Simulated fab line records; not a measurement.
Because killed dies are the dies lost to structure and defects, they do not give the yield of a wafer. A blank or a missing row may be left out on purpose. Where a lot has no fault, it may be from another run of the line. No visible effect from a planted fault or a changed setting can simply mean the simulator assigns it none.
fab line records	flow n5Finfet
record lots=6	wafers=16	lastDay=21
route steps=1938 shown BEOL_M0@721 BEOL_M4@1111 PASSIVATION@1936
lots with no fault: from the same line, run without faults
startH: hours from the record's first day to the start of the lot's first wafer shown	waitH: hours from the lot's prior step to this one	" as in the row above	L1.1+2: one row covering several wafers at once	- value missing, or start not given	* or withheld: withheld	< > ~ a bound
route shown NAME@n: names a module that has steps shown in the file, with the first one's number in the route	usual: mean/standard deviation of fault-free wafers	same: alike in all rows	chamber/n: place in a boat	sites: each site's reading	_std_site: their standard deviation	_edge_site: mean of outer sites minus mean of inner sites	radiusMm: how far each site lies from the wafer's centre	mask NAME#n: copy n	behind: the last tool/chamber to shape the wafer	hold: why the lot was held/for how many hours/how that ended	device: the n, p or np transistor that did not switch	end of line: at the end of the route, the tests of the same wafers	for a step that has no rows: nothing shown but its recipe	killed: dies lost to structure and defects at the first sort, not the wafer's yield	map: a wafer's dies, marking killed ones x, the rest . and places with no die _
set.NAME: the setting as run; set.NAME@STEP: as run at that earlier step	model.NAME: the simulator's own value behind a step, which no gauge read
lots seen at some steps along the route; tables by step, rows by wafer
services: the hour from which a tool's chamber was out of use, counted from the record's first day as startH (under 0 if before that day), plus the number of hours and why
## steps
# step N5_BEOL_M0_TRENCH_ETCH_107
# recipe chemistry=C4F6/O2	targetDepthA=328	target=SiOC	timeS=16.4	ionEnergyEv=250	pressureMtorr=30	sourceW=355	biasW=185	Ar_flow_sccm=300	C4F6_flow_sccm=10	O2_flow_sccm=10
# step N5_BEOL_M0_STRIP_142
# recipe chemistry=N2/H2	timeS=10	powerW=450	tempC=40	pressureMtorr=20	rfFrequencyHz=6e+07	biasPowerW=7	n2FlowSccm=200	h2FlowSccm=200
# usual drypumpMotorCurrentA=6.04/0.22	oesProductAu=0.79/0.081	rfVppV=58.9/0.83	showerheadPlenumPTorr=2.49/0.08	throttleValvePct=23.6/0.36
lot.wafer	tool	chamber	startH	waitH	drypumpMotorCurrentA	oesProductAu	rfHoursCounterH	rfVppV	showerheadPlenumPTorr	throttleValvePct
L331.1	rieDiel-02	3	122.61	0.0	6.14	0.97	3	57.4	2.62	23.3
L331.3	"	2	"	"	6.20	0.78	141	58.6	2.44	22.9
L331.4	"	1	"	"	6.27	0.67	240	58.7	2.39	23.8
L333.1	rieDiel-03	3	134.29	0.0	5.84	0.73	195	57.0	2.50	23.0
L333.2	"	2	"	"	6.08	0.79	93	58.6	2.44	23.6
L333.5	"	2	"	"	6.10	0.79	-	57.9	2.44	23.6
L341.5	rieDiel-04	3	180.79	0.0	6.10	0.78	-	59.7	2.45	23.8
L341.6	"	2	"	"	5.79	0.68	-	58.4	2.50	24.0
L343.2	rieDiel-02	1	189.19	0.0	6.31	0.93	7	60.2	2.70	23.3
L343.5	"	1	"	"	6.30	0.94	-	60.3	2.70	23.3
L345.2	rieDiel-04	0	204.55	0.0	5.98	0.68	236	58.6	2.40	23.3
L345.3	"	3	"	"	6.15	0.78	104	59.3	2.45	23.8
L345.5	"	0	"	"	6.02	0.68	-	58.1	2.40	23.3
L353.2	rieDiel-04	1	252.81	0.0	6.06	0.73	178	57.7	2.41	23.8
L353.3	"	2	"	"	5.82	0.99	5	58.6	2.50	23.8
L353.6	"	3	"	"	6.13	0.77	-	59.5	2.44	23.8
# step N5_BEOL_M0_OCD_MEAS_108
# usual trenchDepthNm=32.8/0.91
lot.wafer	tool	chamber	startH	waitH	trenchDepthNm
L331.1	ocd-01	-	122.69	0.1	34.0
L331.3	"	-	"	"	34.2
L331.4	"	-	"	"	32.7
L333.1	ocd-02	-	134.38	0.1	33.5
L333.2	"	-	"	"	32.3
L333.5	"	-	"	"	32.8
L341.5	ocd-02	-	180.85	0.0	32.5
L341.6	"	-	"	"	32.8
L343.2	ocd-02	-	189.27	0.1	33.6
L343.5	"	-	"	"	34.1
L345.2	ocd-02	-	204.63	0.1	32.4
L345.3	"	-	"	"	32.4
L345.5	"	-	"	"	32.3
L353.2	ocd-02	-	252.89	0.1	32.6
L353.3	"	-	"	"	34.7
L353.6	"	-	"	"	32.3
# step N5_BEOL_M0_HM_STRIP_129
# recipe chemistry=peroxideTinStrip	material=TiN	targetDepthA=170	tempC=50	timeS=108
# step N5_BEOL_M0_SRD_130
# recipe timeS=30	tempC=23	rinseLiquid=diw	dry=ipaMarangoni
# step N5_BEOL_M0_ETCH_109
# recipe chemistry=CH3F/O2	targetDepthA=80	overetchA=24	target=SiCN	timeS=27.4	ionEnergyEv=120	pressureMtorr=30	sourceW=395	biasW=75	Ar_flow_sccm=150	CH3F_flow_sccm=30	O2_flow_sccm=20
# step N5_BEOL_M0_STRIP_139
# recipe chemistry=postEtchResidueRemover	timeS=60	tempC=25	removerPh=withheld	removerWaterWtPct=withheld	removerFluorideWtPct=withheld
# step N5_BEOL_M0_SRD_111
# recipe timeS=30	tempC=23	rinseLiquid=diw	dry=ipaMarangoni
# step N5_BEOL_M0_DEGAS_112
# recipe ambient=vacuum	tempC=250	timeS=60
# usual heaterPowerW=345/35
lot.wafer	tool	chamber	startH	waitH	heaterPowerW
L331.1	pvdSputter-02	-	122.98	0.0	301
L331.3	"	-	"	"	339
L331.4	"	-	"	"	317
L333.1	pvdSputter-01	-	134.66	0.0	304
L333.2	"	-	"	"	283
L333.5	"	-	"	"	304
L341.5	pvdSputter-03	-	181.40	0.3	403
L341.6	"	-	"	"	341
L343.2	pvdSputter-03	-	190.43	0.8	352
L343.5	"	-	"	"	401
L345.2	pvdSputter-03	-	205.27	0.4	353
L345.3	"	-	"	"	365
L345.5	"	-	"	"	359
L353.2	pvdSputter-01	-	253.26	0.1	306
L353.3	"	-	"	"	361
L353.6	"	-	"	"	312
# step N5_BEOL_M0_PRE_CLEAN_113
# recipe gas=H2/He	timeS=30	tempC=250
# step N5_BEOL_M0_ALD_136
# recipe material=TaN	targetThkA=*	tempC=275	aldPrecursorFamily=PDMAT	aldCoReactant=NH3	pressureTorr=3	carrierFlowSccm=1500	pulseTimeS=2	purgeTimeS=3	coReactantPurgeTimeS=2	coReactantPulseTimeS=3	aldCycles=30	precursorVesselTempC=75	precursorVesselPressureTorr=26.25	precursorVesselCarrierSccm=1000
# usual heaterPowerW=409/49
# same pulseTimeS=2
lot.wafer	tool	chamber	startH	waitH	heaterPowerW
L331.1	aldMetal-03	0	123.09	0.0	450
L331.3	"	1	"	"	339
L331.4	"	2	"	"	523
L333.1	aldMetal-01	1	134.76	0.0	375
L333.2	"	3	"	"	395
L333.5	"	0	"	"	455
L341.5	aldMetal-04	2	181.60	0.1	401
L341.6	"	1	"	"	345
L343.2	aldMetal-03	3	190.61	0.1	425
L343.5	"	3	"	"	418
L345.2	aldMetal-01	1	205.37	0.0	379
L345.3	"	3	"	"	399
L345.5	"	2	"	"	420
L353.2	aldMetal-04	2	253.37	0.0	404
L353.3	"	1	"	"	342
L353.6	"	3	"	"	429
# step N5_BEOL_M0_SURFACE_TREAT_137
# recipe gas=Ar	timeS=*	ionEnergyEv=*	ionCurrentMaCm2=0.5	pressureMtorr=*	arFlowSccm=30
# usual pressureMtorr=*	throttleValvePct=*
lot.wafer	tool	chamber	startH	waitH	pressureMtorr	throttleValvePct
L331.1	pvdSputter-01	-	123.33	0.1	*	*
L331.3	"	-	"	"	*	*
L331.4	"	-	"	"	*	*
L333.1	pvdSputter-02	-	134.99	0.1	*	*
L333.2	"	-	"	"	*	*
L333.5	"	-	"	"	*	*
L341.5	pvdSputter-03	-	181.80	0.1	*	*
L341.6	"	-	"	"	*	*
L343.2	pvdSputter-01	-	191.02	0.3	*	*
L343.5	"	-	"	"	*	*
L345.2	pvdSputter-01	-	205.69	0.2	*	*
L345.3	"	-	"	"	*	*
L345.5	"	-	"	"	*	*
L353.2	pvdSputter-03	-	253.59	0.1	*	*
L353.3	"	-	"	"	*	*
L353.6	"	-	"	"	*	*
# step N5_BEOL_M0_CVD_115
# recipe material=Co	targetThkA=*	tempC=withheld	precursor=CCTBA/H2	pressureTorr=30	timeS=120
# usual runLengthS=142.8/0.73
lot.wafer	tool	chamber	startH	waitH	runLengthS
L331.1	cvdCo-01	1	123.39	0.0	143.5
L331.3	"	0	"	"	143.2
L331.4	"	2	"	"	141.9
L333.1	cvdCo-02	0	135.05	0.0	143.6
L333.2	"	2	"	"	142.3
L333.5	"	2	"	"	142.1
L341.5	cvdCo-01	2	181.96	0.1	223.1
L341.6	"	0	"	"	142.8
L343.2	cvdCo-01	1	191.10	0.1	225.2
L343.5	"	1	"	"	224.5
L345.2	cvdCo-02	0	205.76	0.0	143.5
L345.3	"	2	"	"	142.0
L345.5	"	2	"	"	142.2
L353.2	cvdCo-02	0	253.65	0.0	143.6
L353.3	"	1	"	"	143.4
L353.6	"	0	"	"	143.9
# step N5_BEOL_M0_SPUTTER_116
# recipe material=Cu	targetThkA=40	tempC=-20	chamberPressurePa=0.07	powerW=withheld	timeS=7.37
# usual throttleValvePct=29.7/0.73
lot.wafer	tool	chamber	startH	waitH	throttleValvePct
L331.1	pvdSputter-02	-	123.49	0.1	29.8
L331.3	"	-	"	"	29.0
L331.4	"	-	"	"	30.4
L333.1	pvdSputter-01	-	135.21	0.1	29.9
L333.2	"	-	"	"	29.7
L333.5	"	-	"	"	29.8
L341.5	pvdSputter-03	-	182.15	0.2	28.8
L341.6	"	-	"	"	30.1
L343.2	pvdSputter-02	-	191.26	0.1	29.8
L343.5	"	-	"	"	29.1
L345.2	pvdSputter-02	-	207.51	1.7	30.3
L345.3	"	-	"	"	29.2
L345.5	"	-	"	"	30.3
L353.2	pvdSputter-01	-	253.78	0.1	29.8
L353.3	"	-	"	"	30.0
L353.6	"	-	"	"	30.0
# step N5_BEOL_M4_RC_MEAS_101
# usual DIBL_N=36.3/1.9	DIBL_P=36.6/2.4	IOFF_N=0.17/0.037	IOFF_P=0.23/0.04	ION_N=682/14	ION_P=468/8.6	SS_N=71.6/0.67	SS_P=73.4/0.71	VT_N=248/3.3	VT_P=-248.9/2.9
lot.wafer	tool	chamber	startH	waitH	DIBL_N[mV/V]	DIBL_P[mV/V]	IOFF_N[nA/um]	IOFF_P[nA/um]	ION_N[uA/um]	ION_P[uA/um]	SS_N[mV/dec]	SS_P[mV/dec]	VT_N[mV]	VT_P[mV]
L333.1	prober-01	0	199.25	0.0	34.5	35.7	0.16	0.20	669	455	71.2	72.4	249	-250.8
L333.2	"	0	"	"	35.2	37.2	0.18	0.21	688	462	71.9	73.8	247	-250.4
L333.5	"	0	"	"	32.3	34.8	0.13	0.19	677	467	71.4	72.4	249	-247.6
L331.1	prober-02	0	213.11	0.0	34.0	32.4	0.13	0.18	663	461	71.1	72.5	253	-250.6
L331.3	"	0	"	"	38.0	39.1	0.22	0.28	677	462	73.1	74.2	244	-245.9
L331.4	"	0	"	"	36.4	36.1	0.18	0.22	687	467	71.3	73.3	247	-248.1
L341.5	prober-02	0	275.61	0.6	33.2	33.7	0.14	0.19	691	471	71.0	72.5	248	-250.7
L341.6	"	0	"	"	32.2	31.6	0.11	0.16	675	460	70.4	72.5	253	-254.2
L343.2	prober-02	0	286.75	0.2	37.5	37.6	0.23	0.31	723	495	71.3	73.8	241	-240.6
L343.5	"	0	"	"	34.9	34.5	0.16	0.25	675	468	71.0	72.8	246	-244.3
L345.2	prober-01	0	310.81	0.2	37.1	38.7	0.18	0.24	674	470	72.1	73.0	249	-248.1
L345.3	"	0	"	"	38.8	39.6	0.21	0.25	682	461	72.6	74.0	245	-247.9
L345.5	"	0	"	"	37.3	38.3	0.20	0.24	694	467	70.7	73.8	248	-248.0
L353.2	prober-02	0	375.66	0.2	36.7	36.5	0.17	0.21	677	464	71.8	73.8	247	-249.0
L353.3	"	0	"	"	33.3	31.7	0.11	0.14	653	448	70.8	72.1	254	-253.6
L353.6	"	0	"	"	39.6	40.4	0.26	0.29	697	472	71.9	74.7	244	-243.5
# step N5_PASSIVATION_PROBE_49
# usual defectLimitedYield=91.2/1.5	killed_at_M0_to_M3=35/12	killed_at_M4_up=14/5.1	killedAtContacts=13/6	killedAtFrontEnd=38/12	killedAtOther=4/3.5	killedDies=104/18	killedOpen=68/13	killedShort=33/8.1	sort_bin_4_leakage=0.00/0.044	sort_bin_5_function=5.2/1	sort_bin_6_memory=3.2/0.69	sortNPass=1076/18	sortYieldPct=91.2/1.5
# same grossDies=1180	killedAtBackSide=0	sort_bin_8_speed[%]=0
lot.wafer	tool	chamber	startH	waitH	defectLimitedYield[%]	killed_at_M0_to_M3	killed_at_M4_up	killedAtContacts	killedAtFrontEnd	killedAtOther	killedDies	killedOpen	killedShort	sort_bin_4_leakage[%]	sort_bin_5_function[%]	sort_bin_6_memory[%]	sortNPass	sortYieldPct[%]
L333.1	prober-01	-	316.99	0.2	91.0	53	14	11	24	4	106	73	31	0	4.2	4.3	1074	91.0
L333.2	prober-01	-	317.04	0.3	89.6	42	9	12	60	0	123	85	37	0	6.3	3.8	1057	89.6
L333.5	prober-01	-	317.19	0.4	89.7	56	18	18	25	5	122	81	40	0	6.4	3.6	1058	89.7
L331.1	prober-02	-	327.44	0.0	90.5	38	14	6	48	6	112	70	42	0	6.2	3.1	1068	90.5
L331.3	prober-02	-	327.54	0.1	90.3	43	24	15	25	8	115	66	43	0	6.0	3.2	1065	90.3
L331.4	prober-02	-	327.59	0.2	88.9	54	9	13	49	6	131	89	41	0	6.0	4.5	1049	88.9
L341.5	prober-02	-	377.25	0.2	91.3	17	23	12	50	1	103	67	34	0	5.8	2.5	1077	91.3
L341.6	prober-02	-	377.30	0.3	91.4	33	10	17	37	5	102	61	41	0	5.2	3.1	1078	91.4
L353.2	prober-02	-	500.30	0.1	92.0	36	10	16	28	4	94	58	35	0	5.0	2.5	1086	92.0
L353.3	prober-02	-	500.35	0.1	91.1	21	12	24	39	9	105	68	33	0	5.8	2.9	1075	91.1
L353.6	prober-02	-	500.50	0.3	89.2	38	18	16	47	9	128	84	44	0.08	6.7	3.4	1051	89.1
# killed by level:class
L333.1 BEOL_M0_SAQP:geometricParticle:open=12 BEOL_M0_SAQP:geometricParticle:short=12 MOL_CONTACT_COAG:geometricParticle:open=10 BEOL_M1:geometricParticle:open=10 STI_FIN_REVEAL:geometricParticle:open=6 BEOL_M3:geometricParticle:open=6 FIN_SAQP:geometricParticle:short=5 BEOL_M2:geometricParticle:open=5
L333.2 FIN_SAQP:geometricParticle:short=14 FIN_SAQP:geometricParticle:open=12 STI_FIN_REVEAL:geometricParticle:open=12 MOL_CONTACT_COAG:geometricParticle:open=12 BEOL_M3:geometricParticle:open=11 BEOL_M1:geometricParticle:open=9 BEOL_M0_SAQP:geometricParticle:short=8 GATE_CUT:geometricParticle:short=7
L333.5 BEOL_M0_SAQP:geometricParticle:short=15 MOL_CONTACT_COAG:geometricParticle:open=14 BEOL_M0_SAQP:geometricParticle:open=11 BEOL_M1:geometricParticle:open=10 BEOL_M3:geometricParticle:open=10 DUMMY_GATE:geometricParticle:open=8 BEOL_M4:geometricParticle:open=7 FIN_SAQP:geometricParticle:short=4
L331.1 STI_FIN_REVEAL:geometricParticle:open=13 FIN_SAQP:geometricParticle:short=11 BEOL_M0_SAQP:geometricParticle:open=10 BEOL_M3:geometricParticle:open=9 BEOL_M0_SAQP:geometricParticle:short=8 BEOL_M2:geometricParticle:open=6 FIN_SAQP:geometricParticle:open=5 MOL_CONTACT_COAG:geometricParticle:open=4
L331.3 BEOL_M0_SAQP:geometricParticle:short=17 BEOL_M0_SAQP:geometricParticle:open=15 MOL_CONTACT_COAG:geometricParticle:open=11 BEOL_M4:geometricParticle:open=11 FIN_SAQP:geometricParticle:open=6 FIN_SAQP:geometricParticle:short=5 DUMMY_GATE:geometricParticle:open=4 MOL_CONTACT_COAG:geometricParticle:short=4
L331.4 BEOL_M0_SAQP:geometricParticle:open=17 FIN_SAQP:geometricParticle:open=14 BEOL_M0_SAQP:geometricParticle:short=11 MOL_CONTACT_COAG:geometricParticle:open=8 BEOL_M3:geometricParticle:open=7 BEOL_M0:geometricParticle:open=6 STI_FIN_REVEAL:geometricParticle:open=5 DUMMY_GATE:geometricParticle:open=5
L341.5 STI_FIN_REVEAL:geometricParticle:open=20 BEOL_M4:geometricParticle:open=8 MOL_CONTACT_COAG:geometricParticle:open=7 STARTING-WAFER:geometricParticle:short=7 DUMMY_GATE:geometricParticle:open=5 MOL_CONTACT_COAG:geometricParticle:short=5 BEOL_M1:geometricParticle:open=5 BEOL_M5:geometricParticle:open=4
L341.6 MOL_CONTACT_COAG:geometricParticle:open=16 FIN_SAQP:geometricParticle:short=10 BEOL_M0_SAQP:geometricParticle:short=7 BEOL_M1:geometricParticle:open=7 BEOL_M2:geometricParticle:open=7 FIN_SAQP:geometricParticle:open=4 GATE_CUT:geometricParticle:short=4 BEOL_M3:geometricParticle:open=4
L353.2 MOL_CONTACT_COAG:geometricParticle:open=14 BEOL_M3:geometricParticle:open=12 BEOL_M0_SAQP:geometricParticle:short=9 DUMMY_GATE:geometricParticle:short=6 STI_FIN_REVEAL:geometricParticle:open=5 BEOL_M0_SAQP:geometricParticle:open=4 BEOL_M1:geometricParticle:short=4 GATE_CUT:geometricParticle:open=3
L353.3 MOL_CONTACT_COAG:geometricParticle:open=19 FIN_SAQP:geometricParticle:open=8 FIN_SAQP:geometricParticle:short=8 BEOL_M4:geometricParticle:open=8 STI_FIN_REVEAL:geometricParticle:open=5 GATE_CUT:geometricParticle:open=5 MOL_CONTACT_COAG:geometricParticle:short=5 BEOL_M0:geometricParticle:open=5
L353.6 MOL_CONTACT_COAG:geometricParticle:open=14 GATE_CUT:geometricParticle:short=13 BEOL_M1:geometricParticle:open=10 FIN_SAQP:geometricParticle:open=8 BEOL_M3:geometricParticle:open=7 BEOL_M4:geometricParticle:open=7 FIN_SAQP:geometricParticle:short=6 BEOL_M0_SAQP:geometricParticle:open=6
## services
tool	chamber	startH	hours	kind
rieDiel-04	2	100.26	10.0	repair
rieDiel-03	1	100.86	6.7	repair
rieDiel-02	3	102.85	-	clean
cvdCo-02	1	114.67	-	clean
cvdCo-02	1	114.67	22.0	scheduledDown
cvdCo-02	1	114.67	22.0	ventCycle
aldMetal-04	1	132.93	26.9	repair
pvdSputter-03	-	138.99	2.0	repair
pvdSputter-02	-	172.82	0.6	repair
rieDiel-04	1	184.51	1.2	repair
aldMetal-01	-	186.10	1.6	repair
aldMetal-01	-	204.15	0.5	repair
rieDiel-04	2	219.63	4.6	repair
rieDiel-04	2	228.76	-	clean
rieDiel-04	2	228.76	-	consumableReplace:focusRing
rieDiel-04	2	228.76	14.8	scheduledDown
rieDiel-04	2	228.76	14.8	ventCycle
cvdCo-02	1	229.99	3.3	repair
rieDiel-04	0	244.03	-	clean
rieDiel-04	0	244.03	-	consumableReplace:focusRing
rieDiel-04	0	244.03	-	consumableReplace:showerhead
rieDiel-04	0	244.03	21.5	scheduledDown
rieDiel-04	0	244.03	21.5	ventCycle
aldMetal-03	-	253.58	1.5	repair
## key
firstSign step=N5_BEOL_M0_CVD_115	reading=runLengthS	direction=up	sigmas=99+	usual=*	struck=*
effect none on later readings
metAt N5_BEOL_M0_CVD_115
struckWafers L341.5,L343.2,L343.5
onsetBetween 123.39 181.96
fault kind=processParameterDrift	tool=cvdCo-01	chamber=-	onsetH=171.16	steps=N5_BEOL_M0_CVD_115	channel=timeS	offset=*	shape=step	endH=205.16	scope=struckWafersOnly	actsIn=*	stated=*
